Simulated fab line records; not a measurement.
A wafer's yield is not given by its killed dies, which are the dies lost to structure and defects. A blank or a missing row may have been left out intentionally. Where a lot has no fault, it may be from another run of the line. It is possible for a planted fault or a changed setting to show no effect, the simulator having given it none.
Chamber matching / flow n5_finfet / pecvd-04 running N5_BEOL_M9_PECVD_70: 3 sister chambers
The step deposits SiO2 from TEOS/O2, target thk 20 nm, time 22.7 s. 6 wafers are shown with their chamber, then 11 later ones without.

== WAFERS WITH THEIR CHAMBER ==
wafer=L082.1; chamber=2; showerhead_plenum_p_Torr (Torr)=8.86; throttle_valve_pct (%)=20.6
wafer=L083.4; chamber=1; showerhead_plenum_p_Torr (Torr)=8.70; throttle_valve_pct (%)=22.0
wafer=L085.1; chamber=0; showerhead_plenum_p_Torr (Torr)=8.81; throttle_valve_pct (%)=21.1
wafer=L085.4; chamber=2; showerhead_plenum_p_Torr (Torr)=8.84; throttle_valve_pct (%)=20.7
wafer=L085.5; chamber=1; showerhead_plenum_p_Torr (Torr)=8.70; throttle_valve_pct (%)=21.9
wafer=L088.2; chamber=0; showerhead_plenum_p_Torr (Torr)=8.81; throttle_valve_pct (%)=21.2

== WAFERS WHOSE CHAMBER IS MISSING ==
wafer=L088.3; showerhead_plenum_p_Torr (Torr)=8.67; throttle_valve_pct (%)=21.5
wafer=L088.4; showerhead_plenum_p_Torr (Torr)=8.80; throttle_valve_pct (%)=21.1
wafer=L089.2; showerhead_plenum_p_Torr (Torr)=8.84; throttle_valve_pct (%)=21.0
wafer=L089.3; showerhead_plenum_p_Torr (Torr)=8.81; throttle_valve_pct (%)=21.1
wafer=L089.4; showerhead_plenum_p_Torr (Torr)=8.82; throttle_valve_pct (%)=20.8
wafer=L087.1; showerhead_plenum_p_Torr (Torr)=8.69; throttle_valve_pct (%)=22.1
wafer=L087.3; showerhead_plenum_p_Torr (Torr)=8.85; throttle_valve_pct (%)=20.9
wafer=L087.5; showerhead_plenum_p_Torr (Torr)=8.82; throttle_valve_pct (%)=20.9
wafer=L092.4; showerhead_plenum_p_Torr (Torr)=8.83; throttle_valve_pct (%)=20.9
wafer=L092.5; showerhead_plenum_p_Torr (Torr)=8.80; throttle_valve_pct (%)=21.2
wafer=L092.6; showerhead_plenum_p_Torr (Torr)=8.68; throttle_valve_pct (%)=21.7

== CHAMBER TAKEN BY EACH ==
wafer=L088.3; from the rows above=1; in truth=1
wafer=L088.4; from the rows above=0; in truth=0
wafer=L089.2; from the rows above=can't be placed: 0 or 2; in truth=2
wafer=L089.3; from the rows above=0; in truth=0
wafer=L089.4; from the rows above=can't be placed: 2 or 0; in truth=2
wafer=L087.1; from the rows above=1; in truth=1
wafer=L087.3; from the rows above=2; in truth=2
wafer=L087.5; from the rows above=can't be placed: 0 or 2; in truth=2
wafer=L092.4; from the rows above=can't be placed: 0 or 2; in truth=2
wafer=L092.5; from the rows above=0; in truth=0
wafer=L092.6; from the rows above=1; in truth=1
Correct placement for 7 of the 11. Unplaceable from these rows: 4, with the true chamber sitting among the candidates in 4. Number placed wrongly: 0.
How it was worked out, from the rows above alone: a wafer's distance from a chamber is the root of the sum, over the readings, of the square of ((its reading less the chamber's mean) divided by the reading's scatter). The wafer belongs to the nearest chamber; if the next one is less than 2 further off, it can't be placed. The mean given for a chamber averages the wafers shown for that chamber. The scatter: the root of (the sum of the squares of (reading less its chamber's mean) over the shown wafers, divided by (wafers less chambers)).
